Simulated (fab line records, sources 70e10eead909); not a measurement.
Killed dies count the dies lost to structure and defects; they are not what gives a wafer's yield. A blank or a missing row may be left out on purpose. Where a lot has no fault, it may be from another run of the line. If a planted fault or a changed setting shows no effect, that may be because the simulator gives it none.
fab line records -- flow nand_harc -- part 1 of 2: steps 1 to 4 of 6
record lots=21, wafers=63, last_day=33
route steps=1302 shown A_CHANNEL_HOLE_D1@476 A_DECK1_JOINT@542 A_CHANNEL_HOLE_D2@604 A_CHANNEL_FILL_D2@620
lots with no fault: from the same line, run without faults
start_h: hours from the record's opening day to when the first of the lot's shown wafers began -- wait_h: hours from the lot's prior step to this one -- " identical to the entry in the row above -- L1.1+2: several wafers, shown together as one row -- - no value, or no start given -- * or withheld: withheld -- < > ~ a bound
route shown NAME@n: a module of which the file shows steps, and the number in the route of the first -- usual: mean and standard deviation over wafers with no fault -- same: alike in all rows -- chamber/n: place in a boat -- sites: per-site readings -- _std_site: how widely they spread, as a standard deviation -- _edge_site: outer sites' mean less inner sites' -- radius_mm: for every site, how far away it sits from the centre of the wafer -- mask NAME#n: copy n -- behind: the tool/chamber that last shaped the wafer -- hold: the reason the lot was held/the length of the hold in hours/how it ended -- device: whichever transistor did not switch (one of n, p or np) -- end of line: the tests these same wafers got at the end of their route -- a step without rows: its recipe alone -- killed: dies lost to structure and defects at the first sort, not the wafer's yield -- map: per-die view of a wafer (x killed, . not killed, _ where there is no die)
set.NAME: the setting as run; set.NAME@STEP: as run at that earlier step -- model.NAME: the simulator's own value behind a step, which no gauge read
steps of the route over a sample of lots; a table a step, a row a wafer
services: a tool's chamber out of use, with start hour (start_h, from the record's first day; less than 0 if before it), hours out, and reason
## steps
# step NHARC_A_CHANNEL_HOLE_D1_ETCH_24
# recipe bias_v=5000, source_w=withheld, pressure_mtorr=20, time_s=906.2, ar_flow_sccm=375, c4f8_flow_sccm=93.8, o2_flow_sccm=31.2, temp_c=-20, target_depth_a=15000, chemistry=C4F8/O2/Ar
# usual drypump_motor_current_A=5.9/0.45, he_backside_leak_sccm=6.1/0.84, mfc_ar_sccm=374.7/1.2, showerhead_plenum_p_Torr=3.62/0.054, throttle_valve_pct=32.236/0.0093
lot.wafer,tool,chamber,start_h,wait_h,drypump_motor_current_A,he_backside_leak_sccm,mfc_ar_sccm,rf_hours_counter_h,showerhead_plenum_p_Torr,throttle_valve_pct
L074.2,har_etch-02,0,185.65,0.6,6.5,5.8,375.4,293,3.68,32.247
L074.5,har_etch-02,1,185.65,0.6,5.1,7.4,373.4,-,3.70,32.239
L074.6,har_etch-02,0,185.65,0.6,6.4,5.9,377.0,-,3.68,32.227
L076.1,har_etch-02,1,209.79,0.6,5.1,6.9,372.2,305,3.69,32.242
L076.2,har_etch-02,0,209.79,0.6,6.4,5.9,370.0,305,3.68,32.230
L076.6,har_etch-02,1,209.79,0.6,5.2,6.6,374.2,-,3.69,32.231
L077.2,har_etch-01,0,211.77,0.6,6.2,5.9,376.9,105,3.58,32.230
L077.1,har_etch-01,1,211.77,0.6,5.8,5.0,374.0,105,3.68,32.240
L077.5,har_etch-01,1,211.77,0.6,5.8,5.2,375.7,-,3.68,32.238
L078.2,har_etch-01,1,217.41,0.6,5.8,5.4,375.6,109,3.68,32.254
L078.3,har_etch-01,1,217.41,0.6,5.8,5.1,373.6,-,3.68,32.233
L078.6,har_etch-01,0,217.41,0.6,6.2,6.0,374.1,-,3.57,32.231
L079.3,har_etch-01,0,234.67,0.6,6.2,5.8,373.8,-,3.57,32.239
L079.4,har_etch-01,1,234.67,0.6,5.8,8.3,375.8,-,3.68,32.228
L079.5,har_etch-01,0,234.67,0.6,6.2,5.9,374.6,-,3.57,32.229
L075.1,har_etch-01,1,245.73,0.6,5.8,5.4,375.2,124,3.67,32.238
L075.2,har_etch-01,0,245.73,0.6,6.2,5.6,374.2,124,3.57,32.223
L075.3,har_etch-01,0,245.73,0.6,6.2,5.8,374.9,-,3.57,32.245
L081.2,har_etch-01,1,254.41,0.6,5.8,5.4,374.4,132,3.67,32.226
L081.3,har_etch-01,1,254.41,0.6,5.8,5.6,374.9,-,3.67,32.235
L081.5,har_etch-01,1,254.41,0.6,5.8,5.2,375.5,-,3.67,32.233
L084.2,har_etch-01,0,278.13,0.6,6.2,5.9,372.8,144,3.56,32.233
L084.1,har_etch-01,1,278.13,0.6,5.8,4.9,375.4,144,3.66,32.243
L084.6,har_etch-01,1,278.13,0.6,5.8,5.1,375.0,-,3.66,32.233
L083.1,har_etch-02,0,278.59,0.6,6.5,6.0,374.1,350,3.65,32.242
L083.2,har_etch-02,1,278.59,0.6,5.1,8.0,374.5,350,3.67,32.216
L083.6,har_etch-02,1,278.59,0.6,5.1,7.9,374.4,-,3.67,32.238
L085.1,har_etch-01,1,300.04,0.6,5.8,5.2,375.4,155,3.66,32.237
L085.3,har_etch-01,0,300.04,0.6,6.2,6.0,374.9,-,3.55,32.234
L085.6,har_etch-01,1,300.04,0.6,5.8,5.1,374.1,-,3.66,32.248
L086.1,har_etch-02,0,304.05,0.6,6.4,5.9,374.9,365,3.64,32.238
L086.3,har_etch-02,0,304.05,0.6,6.4,6.0,375.2,-,3.64,32.243
L086.5,har_etch-02,1,304.05,0.6,5.2,6.7,375.2,-,3.66,32.223
L087.1,har_etch-01,1,325.09,0.6,5.8,5.4,375.8,166,3.65,32.238
L087.4,har_etch-01,1,325.09,0.6,5.9,5.2,373.4,-,3.65,32.248
L087.6,har_etch-01,0,325.09,0.6,6.2,6.1,374.3,-,3.54,32.242
L088.1,har_etch-02,1,330.97,1.2,5.1,6.8,374.6,383,3.65,32.236
L088.5,har_etch-02,1,332.00,1.3,5.1,7.6,374.2,-,3.65,32.237
L088.6,har_etch-02,1,332.00,1.3,5.1,7.2,375.3,-,3.65,32.243
L089.1,har_etch-02,1,339.58,1.2,5.2,7.5,373.8,391,3.65,32.246
L089.4,har_etch-02,1,339.58,1.2,5.1,6.7,373.6,-,3.65,32.226
L089.5,har_etch-02,1,339.58,1.2,5.1,7.0,373.9,-,3.65,32.234
L090.1,har_etch-01,1,339.70,0.6,5.9,5.5,373.9,178,3.64,32.230
L090.3,har_etch-01,1,339.70,0.6,5.8,5.6,374.3,-,3.64,32.241
L090.6,har_etch-01,1,339.70,0.6,5.8,5.7,374.1,-,3.64,32.233
L091.2,har_etch-01,0,352.70,0.6,6.2,6.5,375.0,189,3.53,32.225
L091.4,har_etch-01,0,352.70,0.6,6.2,6.2,377.0,-,3.53,32.241
L091.6,har_etch-01,1,352.70,0.6,5.8,5.3,375.1,-,3.64,32.238
L092.2,har_etch-02,1,356.32,0.6,5.1,6.8,374.6,404,3.64,32.239
L092.4,har_etch-02,0,356.32,0.6,6.4,6.1,372.9,-,3.64,32.244
L092.3,har_etch-02,1,356.32,0.6,5.1,7.4,374.7,-,3.64,32.233
L093.3,har_etch-01,0,369.38,0.6,6.2,6.4,375.6,-,3.53,32.245
L093.6,har_etch-01,1,369.38,0.6,5.8,5.6,375.4,-,3.63,32.237
L093.5,har_etch-01,0,369.38,0.6,6.2,6.2,375.1,-,3.53,32.239
L094.1,har_etch-01,1,391.97,0.6,5.8,5.4,374.7,216,3.62,32.243
L094.4,har_etch-01,0,391.97,0.6,6.2,6.2,375.6,-,3.52,32.234
L094.5,har_etch-01,1,391.97,0.6,5.8,5.3,372.6,-,3.62,32.245
L095.1,har_etch-01,0,399.83,0.6,6.2,6.3,375.5,224,3.51,32.232
L095.5,har_etch-01,0,399.83,0.6,6.2,6.3,373.5,-,3.51,32.229
L095.6,har_etch-01,1,399.83,0.6,5.8,5.4,375.3,-,3.62,32.235
L097.1,har_etch-01,0,406.74,0.6,6.2,6.3,373.6,228,3.51,32.236
L097.3,har_etch-01,0,406.74,0.6,6.2,6.4,372.6,-,3.51,32.220
L097.6,har_etch-01,1,406.74,0.6,5.8,5.9,374.6,-,3.62,32.235
# step NHARC_A_DECK1_JOINT_DEP_16
# recipe target_thk_a=450, temp_c=400, pressure_torr=6.5, rf_w=900, teos_flow_sccm=161.4, flow_sccm=2650, target_thk_nm=45, gas=O2, material=SiO2
# usual heater_power_w=563/110, mfc_precursor_sccm=161.5/0.48, throttle_valve_pct=15.9/0.54
lot.wafer,tool,chamber,start_h,wait_h,heater_power_w,mfc_precursor_sccm,throttle_valve_pct
L074.2,pecvd-01,0,275.31,0.1,760,161.8,15.5
L074.5,pecvd-01,2,275.31,0.1,591,161.6,16.3
L074.6,pecvd-01,0,275.31,0.1,759,161.4,15.2
L076.1,pecvd-03,0,293.37,0.1,569,161.7,15.8
L076.2,pecvd-03,1,293.37,0.1,586,161.2,16.3
L076.6,pecvd-03,1,293.37,0.1,593,161.6,16.1
L077.2,pecvd-01,0,293.38,0.1,805,161.3,15.3
L077.1,pecvd-01,1,293.38,0.1,481,160.5,16.5
L077.5,pecvd-01,2,293.38,0.1,508,160.8,16.6
L078.2,pecvd-02,1,310.76,0.1,555,160.8,15.9
L078.3,pecvd-02,0,310.76,0.1,551,161.5,14.5
L078.6,pecvd-02,0,310.76,0.1,557,161.3,14.6
L079.3,pecvd-02,1,325.13,0.1,609,161.5,15.9
L079.4,pecvd-02,2,325.13,0.1,606,160.7,16.1
L079.5,pecvd-02,1,325.13,0.1,614,162.3,16.2
L075.1,pecvd-02,1,344.72,0.1,665,160.9,16.1
L075.3,pecvd-02,2,344.72,0.1,532,162.1,16.2
L075.2,pecvd-02,0,344.72,0.1,457,161.7,14.9
L081.2,pecvd-01,0,344.72,0.1,897,161.3,14.9
L081.3,pecvd-01,1,344.72,0.1,532,160.4,15.9
L081.5,pecvd-01,2,344.72,0.1,487,161.3,16.0
L083.2,pecvd-03,1,363.51,0.1,530,161.0,16.3
L083.1,pecvd-03,2,363.51,0.1,446,161.7,16.7
L083.6,pecvd-03,0,363.51,0.1,464,161.4,15.8
L084.1,pecvd-01,1,366.08,0.1,550,161.3,16.3
L084.2,pecvd-01,2,366.08,0.1,578,161.6,16.0
L084.6,pecvd-01,2,366.08,0.1,571,161.2,16.2
L085.3,pecvd-01,0,390.05,0.1,849,161.1,15.1
L085.1,pecvd-01,1,390.05,0.1,488,161.2,16.2
L085.6,pecvd-01,0,390.05,0.1,828,160.8,15.1
L086.3,pecvd-03,2,392.64,0.1,427,161.5,16.0
L086.1,pecvd-03,0,392.64,0.1,519,162.4,15.2
L086.5,pecvd-03,1,392.64,0.1,557,161.9,16.2
L087.1,pecvd-03,2,417.20,0.1,395,161.2,15.9
L087.6,pecvd-03,2,417.20,0.1,399,161.6,16.2
L087.4,pecvd-03,0,417.20,0.1,523,161.7,15.3
L090.1,pecvd-01,1,423.74,0.1,516,161.6,16.1
L090.3,pecvd-01,0,423.74,0.1,861,161.1,15.5
L090.6,pecvd-01,1,423.74,0.1,509,161.7,15.8
L089.1,pecvd-02,0,423.77,0.1,550,162.1,14.8
L089.5,pecvd-02,0,423.77,0.1,550,161.3,14.9
L089.4,pecvd-02,1,423.77,0.1,601,161.2,15.9
L088.1,pecvd-03,1,423.96,0.3,518,161.4,16.5
L088.5,pecvd-03,2,423.96,0.3,409,160.9,15.9
L088.6,pecvd-03,1,423.96,0.3,520,162.3,16.3
L091.2,pecvd-03,1,442.03,0.1,613,161.6,16.5
L091.4,pecvd-03,1,442.03,0.1,615,161.3,16.2
L091.6,pecvd-03,2,442.03,0.1,359,162.3,16.2
L092.3,pecvd-01,1,444.65,0.1,554,161.5,16.2
L092.2,pecvd-01,2,444.65,0.1,475,162.1,16.3
L092.4,pecvd-01,1,444.65,0.1,578,162.0,16.0
L093.3,pecvd-02,1,460.27,0.1,701,161.4,15.7
L093.5,pecvd-02,1,460.27,0.1,707,162.0,16.0
L093.6,pecvd-02,2,460.27,0.1,603,160.8,15.8
L094.1,pecvd-03,0,481.10,0.3,472,161.8,15.4
L094.5,pecvd-03,0,481.10,0.3,486,162.0,15.8
L094.4,pecvd-03,1,481.10,0.3,485,161.2,16.4
L095.1,pecvd-03,0,483.19,0.1,562,161.4,15.4
L095.5,pecvd-03,1,483.19,0.1,503,161.7,16.4
L095.6,pecvd-03,2,483.19,0.1,398,161.5,16.2
L097.3,pecvd-02,0,496.66,0.1,550,161.5,14.9
L097.1,pecvd-02,1,496.66,0.1,589,161.8,16.2
L097.6,pecvd-02,1,496.66,0.1,595,161.4,16.0
# step NHARC_A_CHANNEL_HOLE_D2_STRIP_28
# recipe o2_flow_sccm=500, ar_flow_sccm=0, bias_w=0, chemistry=O2
# usual drypump_motor_current_A=5.8/0.41, mfc_ar_sccm=0.007/0.01, oes_product_au=1.001/0.0096, rf_vpp_V=57.9/0.98, showerhead_plenum_p_Torr=3.60/0.12, throttle_valve_pct=17.037/0.0092
lot.wafer,tool,chamber,start_h,wait_h,drypump_motor_current_A,mfc_ar_sccm,oes_product_au,rf_hours_counter_h,rf_vpp_V,showerhead_plenum_p_Torr,throttle_valve_pct
L074.2,rie_diel-03,1,-,-,5.8,0.022,1.002,0,57.4,3.72,17.036
L074.5,rie_diel-03,0,-,-,5.0,0.002,1.004,-,60.6,3.76,17.038
L074.6,rie_diel-03,1,-,-,5.8,0.022,0.992,-,58.5,3.72,17.040
L076.1,rie_diel-02,1,-,-,6.1,0.019,1.013,8,59.5,3.55,17.039
L076.2,rie_diel-02,3,-,-,6.1,0.003,1.011,7,59.7,3.57,17.062
L076.6,rie_diel-02,0,-,-,6.0,0,1.002,-,59.3,3.70,17.049
L077.2,rie_diel-03,3,-,-,6.0,0,1.007,1,59.0,3.68,17.048
L077.1,rie_diel-03,0,-,-,5.0,0.002,1.005,1,59.0,3.76,17.046
L077.5,rie_diel-03,1,-,-,5.9,0.022,1.006,-,57.9,3.72,17.044
L078.2,rie_diel-03,3,-,-,6.0,0,1.009,1,59.2,3.68,17.017
L078.3,rie_diel-03,1,-,-,5.9,0.022,1.013,1,57.6,3.72,17.017
L078.6,rie_diel-03,2,-,-,5.4,0,0.998,-,57.5,3.35,17.045
L079.3,rie_diel-11,0,-,-,5.7,0,0.999,4,55.5,3.40,17.039
L079.4,rie_diel-11,1,-,-,5.1,0,0.993,3,56.8,3.61,17.028
L079.5,rie_diel-11,3,-,-,6.4,0.001,1.000,-,58.3,3.48,17.042
L081.2,rie_diel-02,1,-,-,6.1,0.019,1.024,10,59.0,3.55,17.034
L081.3,rie_diel-02,2,-,-,6.1,0.005,1.002,9,58.7,3.68,17.041
L081.5,rie_diel-02,0,-,-,6.0,0,0.998,-,57.9,3.70,17.028
L075.1,rie_diel-11,1,-,-,5.2,0,0.996,4,59.0,3.61,17.045
L075.2,rie_diel-11,2,-,-,5.7,0.033,1.014,4,57.8,3.62,17.048
L075.3,rie_diel-11,3,-,-,6.4,0.001,1.007,4,56.2,3.48,17.053
L083.1,rie_diel-02,2,-,-,6.1,0.005,1.005,11,58.2,3.68,17.029
L083.2,rie_diel-02,0,-,-,6.0,0,0.995,11,58.1,3.70,17.020
L083.6,rie_diel-02,2,-,-,6.1,0.005,1.004,-,57.6,3.68,17.021
L084.1,rie_diel-03,2,-,-,5.3,0,1.000,6,57.1,3.35,17.044
L084.2,rie_diel-03,3,-,-,6.0,0,0.998,5,59.0,3.68,17.028
L084.6,rie_diel-03,1,-,-,5.9,0.022,0.988,-,56.7,3.72,17.036
L085.1,rie_diel-02,0,-,-,6.0,0,1.006,1,57.9,3.70,17.027
L085.3,rie_diel-02,1,-,-,6.1,0.019,0.991,1,58.1,3.55,17.040
L085.6,rie_diel-02,0,-,-,6.0,0,1.009,-,58.5,3.70,17.015
L086.3,rie_diel-03,0,-,-,5.0,0.002,1.002,6,59.1,3.76,17.049
L086.1,rie_diel-03,3,-,-,6.0,0,1.002,7,59.3,3.68,17.044
L086.5,rie_diel-03,1,-,-,5.8,0.022,1.001,-,58.2,3.72,17.030
L087.4,rie_diel-02,3,-,-,6.2,0.003,1.005,2,57.9,3.57,17.033
L087.1,rie_diel-02,0,-,-,6.0,0,1.000,2,59.9,3.70,17.035
L087.6,rie_diel-02,2,-,-,6.1,0.005,1.004,-,58.2,3.68,17.055
L090.1,rie_diel-03,2,-,-,5.4,0,1.004,9,57.6,3.35,17.033
L090.3,rie_diel-03,1,-,-,5.8,0.022,1.011,9,57.3,3.72,17.043
L090.6,rie_diel-03,2,-,-,5.4,0,0.995,-,56.6,3.35,17.046
L089.4,rie_diel-02,1,-,-,6.1,0.019,0.993,3,59.0,3.55,17.039
L089.1,rie_diel-02,2,-,-,6.1,0.005,1.020,3,56.7,3.68,17.040
L089.5,rie_diel-02,1,-,-,6.1,0.019,1.003,-,58.1,3.55,17.052
L088.1,rie_diel-11,2,-,-,5.7,0.033,0.992,1,57.1,3.62,17.037
L088.5,rie_diel-11,1,-,-,5.2,0,1.012,-,57.2,3.61,17.027
L088.6,rie_diel-11,2,-,-,5.7,0.033,0.999,-,58.8,3.62,17.020
L092.4,rie_diel-02,1,-,-,6.1,0.019,0.977,4,57.4,3.54,17.029
L092.2,rie_diel-02,2,-,-,6.1,0.005,1.000,4,58.4,3.68,17.039
L092.3,rie_diel-02,3,-,-,6.1,0.003,1.010,4,58.5,3.57,17.023
L091.2,rie_diel-11,1,-,-,5.2,0,0.978,2,57.2,3.61,17.030
L091.4,rie_diel-11,3,-,-,6.5,0.001,0.970,2,57.3,3.47,17.031
L091.6,rie_diel-11,0,-,-,5.7,0,0.994,-,58.0,3.40,17.041
L093.3,rie_diel-02,1,-,-,6.1,0.019,1.003,5,57.7,3.54,17.042
L093.6,rie_diel-02,1,-,-,6.1,0.019,0.999,-,58.3,3.54,17.049
L093.5,rie_diel-02,2,-,-,6.1,0.005,1.008,-,58.3,3.68,17.027
L094.1,rie_diel-11,3,-,-,6.5,0.001,0.996,4,56.9,3.47,17.030
L094.4,rie_diel-11,1,-,-,5.2,0,0.994,4,58.0,3.61,17.027
L094.5,rie_diel-11,3,-,-,6.4,0.001,0.982,-,57.8,3.47,17.040
L095.1,rie_diel-03,2,-,-,5.4,0,0.986,1,57.9,3.34,17.036
L095.5,rie_diel-03,1,-,-,5.8,0.022,1.000,-,59.1,3.72,17.035
L095.6,rie_diel-03,2,-,-,5.4,0,0.991,-,56.8,3.34,17.038
L097.3,rie_diel-03,2,-,-,5.4,0,1.001,2,57.5,3.34,17.038
L097.1,rie_diel-03,3,-,-,5.9,0,1.006,2,58.2,3.67,17.045
L097.6,rie_diel-03,1,-,-,5.9,0.022,1.001,-,59.0,3.72,17.046
# step NHARC_A_CHANNEL_FILL_D2_ETCHBACK_20
# recipe target_depth_a=270, time_s=13.5, c4f8_flow_sccm=withheld, o2_flow_sccm=8, ar_flow_sccm=withheld, rf_w=600, bias_w=1500, chemistry=C4F8/O2/Ar
# usual oes_product_au=0.982/0.023, rf_vpp_V=981/4.8
lot.wafer,tool,chamber,start_h,wait_h,oes_product_au,rf_hours_counter_h,rf_vpp_V
L074.2,rie_diel-08,1,325.76,-,1.001,4,981
L074.5,rie_diel-08,2,325.76,-,1.001,-,984
L074.6,rie_diel-08,3,325.76,-,0.980,-,977
L076.2,rie_diel-10,0,348.06,-,0.989,2,986
L076.1,rie_diel-10,1,348.06,-,0.999,3,980
L076.6,rie_diel-10,3,348.06,-,0.975,-,984
L077.1,rie_diel-13,1,352.60,-,1.003,0,983
L077.2,rie_diel-13,2,352.60,-,1.005,0,970
L077.5,rie_diel-13,3,352.60,-,1.001,-,975
L078.2,rie_diel-10,1,359.27,-,0.960,3,980
L078.3,rie_diel-10,2,359.27,-,0.944,3,989
L078.6,rie_diel-10,1,359.27,-,0.957,-,978
L079.4,rie_diel-13,2,373.95,-,1.011,3,970
L079.3,rie_diel-13,0,373.95,-,0.993,3,981
L079.5,rie_diel-13,1,373.95,-,0.988,-,982
L075.1,rie_diel-10,3,393.43,-,0.994,3,983
L075.2,rie_diel-10,0,393.43,-,0.988,3,983
L075.3,rie_diel-10,1,393.43,-,0.995,3,980
L081.2,rie_diel-13,3,393.44,-,0.997,8,975
L081.3,rie_diel-13,0,393.44,-,0.998,7,979
L081.5,rie_diel-13,2,393.44,-,0.998,-,971
L083.2,rie_diel-08,3,413.75,-,0.968,1,978
L083.1,rie_diel-08,0,413.75,-,0.962,1,981
L083.6,rie_diel-08,3,413.75,-,0.970,-,978
L084.2,rie_diel-10,3,413.76,-,0.988,4,983
L084.1,rie_diel-10,1,413.76,-,1.013,4,979
L084.6,rie_diel-10,2,413.76,-,0.980,-,988
L085.1,rie_diel-10,1,440.24,-,0.995,0,981
L085.3,rie_diel-10,2,440.24,-,1.000,0,988
L085.6,rie_diel-10,2,440.24,-,0.992,-,988
L086.3,rie_diel-13,3,440.25,-,0.997,15,975
L086.1,rie_diel-13,1,440.25,-,1.003,16,983
L086.5,rie_diel-13,3,440.25,-,1.006,-,975
L087.1,rie_diel-10,1,469.17,-,1.001,1,978
L087.4,rie_diel-10,2,469.17,-,0.992,-,987
L087.6,rie_diel-10,0,469.17,-,0.993,-,986
L089.4,rie_diel-13,1,476.01,-,1.005,24,982
L089.1,rie_diel-13,3,476.01,-,0.989,21,975
L089.5,rie_diel-13,1,476.01,-,0.990,-,983
L090.1,rie_diel-08,3,476.02,-,0.924,3,979
L090.3,rie_diel-08,0,476.02,-,0.926,3,983
L090.6,rie_diel-08,2,476.02,-,0.926,-,988
L088.1,rie_diel-08,1,476.08,-,0.949,3,980
L088.6,rie_diel-08,3,476.08,-,0.948,-,978
L088.5,rie_diel-08,0,476.08,-,0.927,-,981
L091.4,rie_diel-10,3,492.16,-,0.991,1,984
L091.2,rie_diel-10,0,492.16,-,0.981,2,985
L091.6,rie_diel-10,3,492.16,-,0.995,-,982
L092.4,rie_diel-13,0,492.16,-,0.996,26,979
L092.2,rie_diel-13,2,492.16,-,1.009,24,971
L092.3,rie_diel-13,3,492.16,-,1.002,24,975
L093.3,rie_diel-08,0,510.15,-,0.998,4,981
L093.5,rie_diel-08,1,510.15,-,1.006,-,982
L093.6,rie_diel-08,2,510.15,-,1.000,-,985
L094.4,rie_diel-08,0,530.71,-,0.984,5,982
L094.1,rie_diel-08,2,530.71,-,1.007,4,985
L094.5,rie_diel-08,0,530.71,-,0.994,-,981
L097.1,rie_diel-10,0,542.92,-,0.993,3,985
L097.3,rie_diel-10,1,542.92,-,0.987,3,978
L097.6,rie_diel-10,1,542.92,-,0.990,-,979
L095.1,rie_diel-13,0,542.93,-,0.994,2,977
L095.6,rie_diel-13,0,542.93,-,0.980,-,978
L095.5,rie_diel-13,1,542.93,-,0.998,-,983
